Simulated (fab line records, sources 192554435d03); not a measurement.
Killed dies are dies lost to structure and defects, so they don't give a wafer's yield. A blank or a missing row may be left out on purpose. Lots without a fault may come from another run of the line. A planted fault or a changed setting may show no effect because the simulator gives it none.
fab line records | flow n5_finfet
record lots=24 wafers=72 last_day=18
route steps=1938 shown BEOL_M4@1095 BEOL_M5@1128
lots that met no fault: from a run of the same line without faults
start_h: hours from the record's first day to the start of the lot's first wafer shown | wait_h: hours since the lot's step before | " the same as in the row above | L1.1+2: a row that stands for several wafers | - no value, or no start given | * or withheld: withheld | < > ~ a bound
route shown NAME@n: a module of which the file shows steps, and the number in the route of the first | usual: mean/standard deviation of fault-free wafers | same: alike in all rows | chamber/n: place in a boat | sites: the reading at each site | _std_site: their standard deviation | _edge_site: outer sites' mean less inner sites' | radius_mm: how far each site lies from the wafer's centre | mask NAME#n: copy n | behind: the tool/chamber that last shaped the wafer | hold: why the lot was held/for how many hours/how that ended | device: the transistor (n, p or np) that didn't switch | end of line: the same wafers' tests at the end of the route | a step without rows: its recipe alone | killed: dies lost to structure and defects at the first sort, not the wafer's yield | map: a wafer's dies, x killed, . not, _ none there
set.NAME: the setting as run; set.NAME@STEP: as run at that earlier step | model.NAME: the simulator's own value behind a step, which no gauge read
steps of the route over a sample of lots; a table a step, a row a wafer
services: from which hour (start_h, from the record's first day; less than 0 if before it) a tool's chamber was out of use, for how many hours, and why
## steps
# step N5_BEOL_M4_ANNEAL_91
# recipe temp_c=400 time_s=240 ambient=vacuum
# usual heater_power_w=812/110
# columns lot.wafer tool chamber start_h wait_h heater_power_w
L075.1 pvd_sputter-02 - 164.50 0.0 942
L075.4 " - " " 695
L075.6 " - " " 881
L074.2 pvd_sputter-01 - 170.18 0.0 784
L074.3 " - " " 663
L074.4 " - " " 740
L077.2 pvd_sputter-01 - 176.52 0.0 764
L077.4 " - " " 775
L077.5 " - " " 735
L076.2 pvd_sputter-03 - 176.69 0.0 1008
L076.3 " - " " 883
L076.5 " - " " 1005
L078.2 pvd_sputter-02 - 197.90 0.0 911
L078.5 " - " " 847
L078.6 " - " " 898
L079.2 pvd_sputter-03 - 200.53 0.0 866
L079.4 " - " " 708
L079.6 " - " " 1020
L081.3 pvd_sputter-03 - 207.17 0.0 881
L081.5 " - " " 879
L081.6 " - " " 719
L082.1 pvd_sputter-01 - 213.93 0.0 668
L082.2 " - " " 748
L082.3 " - " " 766
L080.4 pvd_sputter-01 - 216.51 0.0 742
L080.5 " - " " 773
L080.6 " - " " 728
L083.1 pvd_sputter-01 - 229.03 0.0 744
L083.3 " - " " 790
L083.4 " - " " 735
L086.1 pvd_sputter-02 - 235.05 0.0 685
L086.2 " - " " 919
L086.4 " - " " 930
L084.3 pvd_sputter-01 - 237.53 0.0 727
L084.4 " - " " 682
L084.6 " - " " 778
L085.2 pvd_sputter-02 - 238.23 0.0 706
L085.4 " - " " 899
L085.6 " - " " 695
L087.1 pvd_sputter-01 - 242.47 0.0 764
L087.3 " - " " 670
L087.6 " - " " 790
L088.2 pvd_sputter-03 - 244.44 0.0 1055
L088.3 " - " " 915
L088.6 " - " " 887
L089.1 pvd_sputter-02 - 259.78 0.0 938
L089.2 " - " " 673
L089.3 " - " " 901
L090.1 pvd_sputter-02 - 262.02 0.0 938
L090.2 " - " " 698
L090.3 " - " " 910
L092.4 pvd_sputter-01 - 269.73 0.0 758
L092.5 " - " " 768
L092.6 " - " " 660
L091.1 pvd_sputter-01 - 283.22 0.0 663
L091.2 " - " " 772
L091.6 " - " " 672
L093.1 pvd_sputter-03 - 284.16 0.0 884
L093.5 " - " " 876
L093.6 " - " " 1056
L094.3 pvd_sputter-01 - 287.46 0.0 770
L094.4 " - " " 653
L094.6 " - " " 689
L095.2 pvd_sputter-02 - 298.68 0.0 881
L095.3 " - " " 951
L095.6 " - " " 916
L096.1 pvd_sputter-02 - 301.66 0.0 917
L096.4 " - " " 927
L096.6 " - " " 904
L097.1 pvd_sputter-02 - 319.31 0.0 852
L097.2 " - " " 926
L097.4 " - " " 935
# step N5_BEOL_M4_DEP_57
# recipe material=SiCN target_thk_a=80 temp_c=withheld precursor=3MS/NH3 pressure_torr=3 rf_w=202 time_s=14
# usual showerhead_plenum_p_Torr=3.668/0.014 throttle_valve_pct=9.1/0.5
# columns lot.wafer tool chamber start_h wait_h showerhead_plenum_p_Torr throttle_valve_pct
L075.1 pecvd-01 2 166.06 0.0 3.662 10.1
L075.4 " 0 " " 3.696 8.7
L075.6 " 2 " " 3.679 10.0
L074.2 pecvd-03 1 171.74 0.0 3.678 8.8
L074.3 " 2 " " 3.653 8.5
L074.4 " 2 " " 3.652 8.4
L077.2 pecvd-04 1 178.42 0.0 3.651 8.8
L077.4 " 0 " " 3.668 9.0
L077.5 " 2 " " 3.658 9.2
L076.2 pecvd-01 2 178.66 0.0 3.676 10.3
L076.3 " 1 " " 3.674 9.8
L076.5 " 0 " " 3.686 8.7
L078.2 pecvd-04 2 199.46 0.0 3.660 9.0
L078.5 " 1 " " 3.653 8.6
L078.6 " 0 " " 3.660 8.9
L079.2 pecvd-01 0 202.09 0.0 3.690 9.0
L079.4 " 2 " " 3.671 10.3
L079.6 " 1 " " 3.669 10.2
L081.3 pecvd-03 0 208.73 0.0 3.665 9.0
L081.5 " 2 " " 3.651 8.5
L081.6 " 0 " " 3.646 9.0
L082.1 pecvd-04 0 215.49 0.0 3.657 8.8
L082.2 " 2 " " 3.648 9.3
L082.3 " 1 " " 3.671 8.8
L080.4 pecvd-03 0 218.29 0.0 3.662 9.1
L080.5 " 1 " " 3.681 8.9
L080.6 " 2 " " 3.665 8.6
L083.1 pecvd-04 1 230.86 0.0 3.659 9.2
L083.3 " 0 " " 3.652 8.7
L083.4 " 1 " " 3.658 9.0
L086.1 pecvd-01 0 236.63 0.0 3.683 8.7
L086.2 " 1 " " 3.689 10.0
L086.4 " 0 " " 3.687 8.9
L084.3 pecvd-03 0 239.09 0.0 3.655 9.0
L084.4 " 0 " " 3.647 9.2
L084.6 " 1 " " 3.675 8.9
L085.2 pecvd-04 0 239.79 0.0 3.655 9.0
L085.4 " 1 " " 3.654 8.7
L085.6 " 0 " " 3.663 8.8
L087.1 pecvd-04 1 244.11 0.0 3.660 8.8
L087.3 " 2 " " 3.654 9.3
L087.6 " 0 " " 3.657 9.0
L088.2 pecvd-01 1 246.18 0.0 3.684 10.0
L088.3 " 1 " " 3.683 10.4
L088.6 " 1 " " 3.686 10.1
L089.1 pecvd-01 2 261.51 0.0 3.675 8.8
L089.2 " 0 " " 3.678 8.9
L089.3 " 1 " " 3.679 10.1
L090.1 pecvd-03 0 263.60 0.0 3.672 9.1
L090.2 " 1 " " 3.688 8.6
L090.3 " 2 " " 3.668 8.8
L092.4 pecvd-03 1 271.32 0.0 3.700 8.9
L092.5 " 1 " " 3.681 8.8
L092.6 " 0 " " 3.664 9.2
L091.1 pecvd-04 0 284.78 0.0 3.665 8.7
L091.2 " 2 " " 3.649 9.4
L091.6 " 0 " " 3.653 8.6
L093.1 pecvd-04 1 285.72 0.0 3.662 8.8
L093.5 " 2 " " 3.650 9.4
L093.6 " 0 " " 3.651 8.8
L094.3 pecvd-01 1 289.06 0.0 3.682 10.1
L094.4 " 1 " " 3.676 10.2
L094.6 " 2 " " 3.674 8.7
L095.2 pecvd-03 2 300.24 0.0 3.656 8.7
L095.3 " 0 " " 3.660 8.9
L095.6 " 2 " " 3.660 8.6
L096.1 pecvd-01 2 303.22 0.0 3.664 8.8
L096.4 " 2 " " 3.671 9.0
L096.6 " 0 " " 3.682 8.6
L097.1 pecvd-04 1 320.88 0.0 3.654 8.7
L097.2 " 2 " " 3.646 9.7
L097.4 " 0 " " 3.666 8.6
# step N5_BEOL_M5_INSPECT_13
# recipe mode=adi inspect_instrument=brightfield
# usual raw_defect_count=446/100
# columns lot.wafer tool chamber start_h wait_h raw_defect_count
L075.1 defect_inspect-01 - 171.06 0.1 317
L075.4 " - " " 407
L075.6 " - " " 261
L074.2 defect_inspect-01 - 175.03 0.0 328
L074.3 " - " " 499
L074.4 " - " " 394
L077.2 defect_inspect-01 - 182.84 0.0 373
L077.4 " - " " 374
L077.5 " - " " 363
L076.2 defect_inspect-02 - 183.07 0.0 477
L076.3 " - " " 437
L076.5 " - " " 326
L078.2 defect_inspect-01 - 202.36 0.0 502
L078.5 " - " " 528
L078.6 " - " " 363
L079.2 defect_inspect-02 - 205.52 0.0 475
L079.4 " - " " 393
L079.6 " - " " 412
L081.3 defect_inspect-01 - 212.72 0.0 397
L081.5 " - " " 357
L081.6 " - " " 331
L082.1 defect_inspect-02 - 218.30 0.1 413
L082.2 " - " " 403
L082.3 " - " " 353
L080.4 defect_inspect-02 - 222.49 0.0 441
L080.5 " - " " 453
L080.6 " - " " 455
L083.1 defect_inspect-01 - 234.02 0.1 322
L083.3 " - " " 375
L083.4 " - " " 405
L086.1 defect_inspect-02 - 240.00 0.1 366
L086.2 " - " " 373
L086.4 " - " " 491
L084.3 defect_inspect-01 - 243.72 0.0 419
L084.4 " - " " 358
L084.6 " - " " 382
L085.2 defect_inspect-02 - 243.91 0.0 456
L085.4 " - " " 548
L085.6 " - " " 564
L087.1 defect_inspect-02 - 246.91 0.1 365
L087.3 " - " " 264
L087.6 " - " " 386
L088.2 defect_inspect-02 - 252.40 0.0 465
L088.3 " - " " 382
L088.6 " - " " 392
L089.1 defect_inspect-02 - 264.08 0.1 558
L089.2 " - " " 379
L089.3 " - " " 534
L090.1 defect_inspect-02 - 266.54 0.1 409
L090.2 " - " " 569
L090.3 " - " " 558
L092.4 defect_inspect-02 - 274.09 0.0 555
L092.5 " - " " 546
L092.6 " - " " 541
L091.1 defect_inspect-01 - 288.60 0.1 548
L091.2 " - " " 654
L091.6 " - " " 637
L093.1 defect_inspect-02 - 289.43 0.1 614
L093.5 " - " " 648
L093.6 " - " " 741
L094.3 defect_inspect-01 - 292.03 0.0 451
L094.4 " - " " 358
L094.6 " - " " 510
L095.2 defect_inspect-02 - 303.26 0.0 591
L095.3 " - " " 552
L095.6 " - " " 491
L096.1 defect_inspect-01 - 306.39 0.1 402
L096.4 " - " " 563
L096.6 " - " " 543
L097.1 defect_inspect-02 - 324.88 0.1 409
L097.2 " - " " 380
L097.4 " - " " 545
# step N5_BEOL_M5_STRIP_91
# recipe chemistry=N2/H2 time_s=10 power_w=450 temp_c=40 pressure_mtorr=20 rf_frequency_hz=6e+07 bias_power_w=7 n2_flow_sccm=200 h2_flow_sccm=200
# usual drypump_motor_current_A=5.62/0.29 oes_product_au=0.77/0.086 rf_vpp_V=59.1/0.91 showerhead_plenum_p_Torr=2.57/0.055 throttle_valve_pct=23.7/0.32
# columns lot.wafer tool chamber start_h wait_h drypump_motor_current_A oes_product_au rf_hours_counter_h rf_vpp_V showerhead_plenum_p_Torr throttle_valve_pct
L075.1 rie_diel-06 2 - - 5.54 0.72 188 60.2 2.53 23.6
L075.4 " 1 " " 5.28 0.99 2 59.8 2.59 23.0
L075.6 " 0 " " 5.85 0.72 - 58.5 2.64 23.8
L074.2 rie_diel-06 3 - - 5.27 0.85 75 59.0 2.48 23.9
L074.3 " 0 " " 5.82 0.73 174 60.7 2.64 23.8
L074.4 " 0 " " 5.81 0.72 - 59.0 2.64 23.8
L076.2 rie_diel-01 1 - - 5.97 0.69 231 59.5 2.62 24.3
L076.3 " 3 " " 5.77 0.75 198 61.1 2.63 23.4
L076.5 " 2 " " 5.26 0.68 - 59.8 2.51 23.5
L077.2 rie_diel-01 1 - - 5.93 0.69 231 58.5 2.62 24.3
L077.4 " 2 " " 5.29 0.67 231 58.2 2.51 23.5
L077.5 " 0 " " 6.08 0.90 - 58.8 2.61 24.0
L078.2 rie_diel-06 1 - - 5.27 0.96 5 61.7 2.59 23.0
L078.5 " 2 " " 5.56 0.71 - 58.9 2.52 23.6
L078.6 " 3 " " 5.35 0.83 - 59.2 2.48 24.0
L079.2 rie_diel-05 0 - - 6.04 0.74 175 60.2 2.64 23.7
L079.4 " 2 " " 5.57 0.84 61 61.1 2.59 24.0
L079.6 " 0 " " 6.02 0.76 - 58.6 2.64 23.7
L081.3 rie_diel-06 3 - - 5.32 0.83 89 59.2 2.47 24.0
L081.5 " 2 " " 5.57 0.71 - 58.6 2.52 23.6
L081.6 " 1 " " 5.28 0.95 - 58.6 2.59 23.0
L082.1 rie_diel-01 3 - - 5.79 0.74 212 58.3 2.62 23.4
L082.2 " 0 " " 6.08 0.87 28 59.3 2.60 24.0
L082.3 " 1 " " 5.96 0.68 245 57.8 2.62 24.3
L080.4 rie_diel-01 1 - - 5.95 0.67 246 59.1 2.62 24.3
L080.5 " 3 " " 5.74 0.73 - 58.9 2.62 23.4
L080.6 " 2 " " 5.28 0.66 - 58.4 2.50 23.5
L083.1 rie_diel-05 0 - - 6.00 0.75 182 60.0 2.63 23.7
L083.3 " 2 " " 5.56 0.82 69 59.2 2.59 24.0
L083.4 " 3 " " 5.55 0.68 232 57.8 2.49 23.5
L086.1 rie_diel-06 2 - - 5.57 0.70 210 58.1 2.52 23.6
L086.2 " 0 " " 5.85 0.71 195 59.5 2.63 23.9
L086.4 " 3 " " 5.32 0.82 98 57.2 2.47 24.0
L084.3 rie_diel-01 2 - - 5.28 0.66 253 58.3 2.50 23.6
L084.4 " 0 " " 6.10 0.85 - 59.2 2.60 24.0
L084.6 " 2 " " 5.29 0.66 - 57.9 2.50 23.5
L085.2 rie_diel-06 3 - - 5.30 0.81 100 59.4 2.47 24.0
L085.4 " 2 " " 5.57 0.69 211 59.4 2.52 23.6
L085.6 " 3 " " 5.30 0.81 - 58.8 2.47 24.0
L087.1 rie_diel-01 3 - - 5.75 0.73 222 58.5 2.61 23.4
L087.3 " 0 " " 6.07 0.84 39 59.6 2.60 24.0
L087.6 " 0 " " 6.08 0.83 - 59.7 2.60 24.1
L088.2 rie_diel-06 0 - - 5.85 0.71 198 58.8 2.63 23.9
L088.3 " 2 " " 5.55 0.69 213 60.8 2.52 23.6
L088.6 " 2 " " 5.57 0.69 - 59.0 2.52 23.6
L089.1 rie_diel-05 3 - - 5.54 0.67 240 60.7 2.48 23.5
L089.2 " 2 " " 5.57 0.81 77 59.9 2.58 24.0
L089.3 " 0 " " 6.08 0.73 190 59.0 2.63 23.7
L090.1 rie_diel-01 1 - - 5.99 0.96 5 58.9 2.61 24.0
L090.2 " 3 " " 5.75 0.72 230 59.2 2.61 23.4
L090.3 " 0 " " 6.11 0.83 46 59.7 2.60 24.0
L092.4 rie_diel-05 3 - - 5.54 0.67 243 58.3 2.48 23.5
L092.5 " 3 " " 5.55 0.68 - 59.4 2.48 23.5
L092.6 " 2 " " 5.58 0.80 - 59.3 2.58 24.0
L091.1 rie_diel-06 1 - - 5.27 0.90 27 58.4 2.58 23.0
L091.2 " 2 " " 5.56 0.69 223 58.6 2.51 23.6
L091.6 " 0 " " 5.83 0.70 - 59.8 2.62 23.9
L093.1 rie_diel-01 1 - - 5.96 0.92 14 60.1 2.61 24.0
L093.5 " 2 " " 5.29 0.97 - 58.2 2.49 23.5
L093.6 " 1 " " 5.94 0.94 - 58.6 2.61 24.0
L094.3 rie_diel-06 0 - - 5.86 0.70 209 59.1 2.62 23.9
L094.4 " 0 " " 5.86 0.70 - 59.1 2.62 23.9
L094.6 " 1 " " 5.28 0.89 - 57.9 2.58 23.0
L095.2 rie_diel-05 0 - - 6.05 0.73 202 61.0 2.62 23.7
L095.3 " 1 " " 5.27 0.77 124 58.0 2.57 23.7
L095.6 " 1 " " 5.28 0.77 - 58.8 2.57 23.6
L096.1 rie_diel-05 1 - - 5.30 0.77 126 58.1 2.57 23.6
L096.4 " 2 " " 5.56 0.79 - 58.0 2.58 24.0
L096.6 " 1 " " 5.32 0.77 - 59.1 2.57 23.6
L097.1 rie_diel-06 2 - - 5.57 0.68 235 60.4 2.51 23.6
L097.2 " 1 " " 5.29 0.87 40 59.1 2.58 23.0
L097.4 " 0 " " 5.85 0.69 218 61.0 2.62 23.9
# step N5_BEOL_M5_SPUTTER_81
# recipe material=Cu target_thk_a=150 temp_c=-20 chamber_pressure_pa=0.07 power_w=withheld time_s=27.62
# usual throttle_valve_pct=30.3/0.94
# columns lot.wafer tool chamber start_h wait_h throttle_valve_pct
L075.1 pvd_sputter-03 - 179.18 0.5 30.6
L075.4 " - " " 29.3
L075.6 " - " " 29.4
L074.2 pvd_sputter-02 - 182.04 0.5 30.0
L074.3 " - " " 30.0
L074.4 " - " " 30.1
L076.2 pvd_sputter-03 - 188.00 0.5 31.0
L076.3 " - " " 29.4
L076.5 " - " " 29.4
L077.2 pvd_sputter-01 - 188.18 0.5 29.9
L077.4 " - " " 28.4
L077.5 " - " " 31.7
L078.2 pvd_sputter-01 - 208.65 0.5 31.7
L078.5 " - " " 31.6
L078.6 " - " " 28.6
L079.2 pvd_sputter-03 - 211.48 0.5 29.7
L079.4 " - " " 30.7
L079.6 " - " " 29.4
L081.3 pvd_sputter-03 - 219.36 0.5 31.0
L081.5 " - " " 30.8
L081.6 " - " " 31.0
L082.1 pvd_sputter-03 - 224.79 0.5 31.0
L082.2 " - " " 29.0
L082.3 " - " " 29.5
L080.4 pvd_sputter-03 - 229.22 0.5 30.8
L080.5 " - " " 30.6
L080.6 " - " " 30.9
L083.1 pvd_sputter-02 - 240.30 0.5 29.7
L083.3 " - " " 30.1
L083.4 " - " " 30.5
L086.1 pvd_sputter-02 - 246.09 0.5 30.7
L086.2 " - " " 30.0
L086.4 " - " " 29.9
L084.3 pvd_sputter-01 - 248.22 0.5 29.7
L084.4 " - " " 31.2
L084.6 " - " " 28.7
L085.2 pvd_sputter-03 - 249.14 0.5 31.0
L085.4 " - " " 31.1
L085.6 " - " " 29.5
L087.1 pvd_sputter-01 - 254.37 0.5 31.1
L087.3 " - " " 28.6
L087.6 " - " " 29.9
L088.2 pvd_sputter-03 - 258.35 0.5 29.5
L088.3 " - " " 30.9
L088.6 " - " " 29.7
L089.1 pvd_sputter-02 - 268.94 0.6 30.0
L089.2 " - " " 32.2
L089.3 " - " " 30.1
L090.1 pvd_sputter-03 - 271.03 0.5 29.5
L090.2 " - " " 29.2
L090.3 " - " " 30.7
L092.4 pvd_sputter-02 - 281.49 0.6 30.0
L092.5 " - " " 32.1
L092.6 " - " " 30.1
L091.1 pvd_sputter-02 - 293.26 0.5 30.0
L091.2 " - " " 32.1
L091.6 " - " " 30.1
L093.1 pvd_sputter-03 - 294.48 0.5 30.8
L093.5 " - " " 29.3
L093.6 " - " " 29.4
L094.3 pvd_sputter-01 - 297.84 0.5 28.7
L094.4 " - " " 29.7
L094.6 " - " " 31.2
L095.2 pvd_sputter-02 - 307.09 0.5 30.1
L095.3 " - " " 29.8
L095.6 " - " " 32.0
L096.1 pvd_sputter-01 - 310.92 0.5 28.5
L096.4 " - " " 31.7
L096.6 " - " " 30.1
L097.1 pvd_sputter-02 - 331.32 0.5 30.1
L097.2 " - " " 31.9
L097.4 " - " " 30.0
# step N5_BEOL_M5_THK_MEAS_53
# recipe thk_meas_gauge=xrf reads=Cu_of_BEOL_M5_ECD_50
# usual M5_THK=60.4/1.8
# columns lot.wafer tool chamber start_h wait_h M5_THK[nm]
L075.1 film_metro-01 - 183.30 - 58.5
L075.4 " - " " 57.0
L075.6 " - " " 58.1
L074.2 film_metro-02 - 186.09 - 61.4
L074.3 " - " " 55.8
L074.4 " - " " 57.4
L076.2 film_metro-01 - 192.05 - 59.3
L076.3 " - " " 61.1
L076.5 " - " " 59.5
L077.2 film_metro-01 - 192.23 - 58.7
L077.4 " - " " 60.2
L077.5 " - " " 59.6
L078.2 film_metro-02 - 212.71 - 59.0
L078.5 " - " " 59.0
L078.6 " - " " 60.4
L079.2 film_metro-01 - 215.57 - 61.4
L079.4 " - " " 62.8
L079.6 " - " " 59.6
L081.3 film_metro-02 - 223.42 - 62.3
L081.5 " - " " 56.4
L081.6 " - " " 59.2
L082.1 film_metro-01 - 229.83 - 61.4
L082.2 " - " " 60.7
L082.3 " - " " 61.6
L080.4 film_metro-02 - 233.27 - 60.6
L080.5 " - " " 61.2
L080.6 " - " " 62.8
L083.1 film_metro-02 - 244.37 - 59.9
L083.3 " - " " 61.2
L083.4 " - " " 59.2
L086.1 film_metro-01 - 250.16 - 60.3
L086.2 " - " " 57.8
L086.4 " - " " 61.8
L084.3 film_metro-01 - 252.27 - 58.3
L084.4 " - " " 57.9
L084.6 " - " " 59.2
L085.2 film_metro-02 - 253.20 - 62.2
L085.4 " - " " 57.3
L085.6 " - " " 62.2
L087.1 film_metro-01 - 258.90 - 62.7
L087.3 " - " " 60.8
L087.6 " - " " 61.1
L088.2 film_metro-01 - 262.41 - 59.1
L088.3 " - " " 60.2
L088.6 " - " " 60.1
L089.1 film_metro-02 - 273.68 - 59.9
L089.2 " - " " 61.5
L089.3 " - " " 61.9
L090.1 film_metro-01 - 276.02 - 64.5
L090.2 " - " " 62.0
L090.3 " - " " 60.6
L092.4 film_metro-02 - 285.91 - 59.1
L092.5 " - " " 59.0
L092.6 " - " " 61.4
L091.1 film_metro-02 - 297.43 - 59.2
L091.2 " - " " 61.4
L091.6 " - " " 60.3
L093.1 film_metro-02 - 298.55 - 65.0
L093.5 " - " " 61.7
L093.6 " - " " 64.6
L094.3 film_metro-01 - 302.04 - 59.4
L094.4 " - " " 60.9
L094.6 " - " " 62.2
L095.2 film_metro-01 - 311.82 - 62.6
L095.3 " - " " 61.1
L095.6 " - " " 61.1
L096.1 film_metro-01 - 314.98 - 60.5
L096.4 " - " " 61.1
L096.6 " - " " 60.4
L097.1 film_metro-01 - 335.37 - 59.5
L097.2 " - " " 59.0
L097.4 " - " " 57.6
## services
# columns tool chamber start_h hours kind
rie_diel-06 1 140.64 - clean
rie_diel-06 1 140.64 - consumable_replace:focus_ring
rie_diel-06 1 140.64 25.2 scheduled_down
rie_diel-06 1 140.64 25.2 vent_cycle
pecvd-04 1 141.84 5.4 repair
rie_diel-06 2 149.71 12.8 repair
pecvd-03 - 157.40 0.8 pm
rie_diel-01 3 157.99 1.5 repair
pecvd-03 - 174.99 5.5 repair
pecvd-04 0 176.00 2.2 repair
rie_diel-06 1 177.25 22.2 repair
pecvd-01 - 180.37 0.9 repair
pecvd-01 2 190.80 4.7 repair
rie_diel-06 2 194.15 4.6 repair
pecvd-01 0 207.72 6.4 repair
pecvd-04 1 208.31 2.1 scheduled_down
pecvd-01 2 220.22 - clean
pecvd-01 2 220.22 - consumable_replace:showerhead
pecvd-01 2 220.22 29.0 scheduled_down
pecvd-04 - 252.22 14.6 pm
pvd_sputter-01 - 260.51 3.0 repair
rie_diel-06 0 274.36 3.1 repair
rie_diel-06 3 294.02 4.3 repair
pecvd-01 - 329.86 1.7 repair
## key
fault none
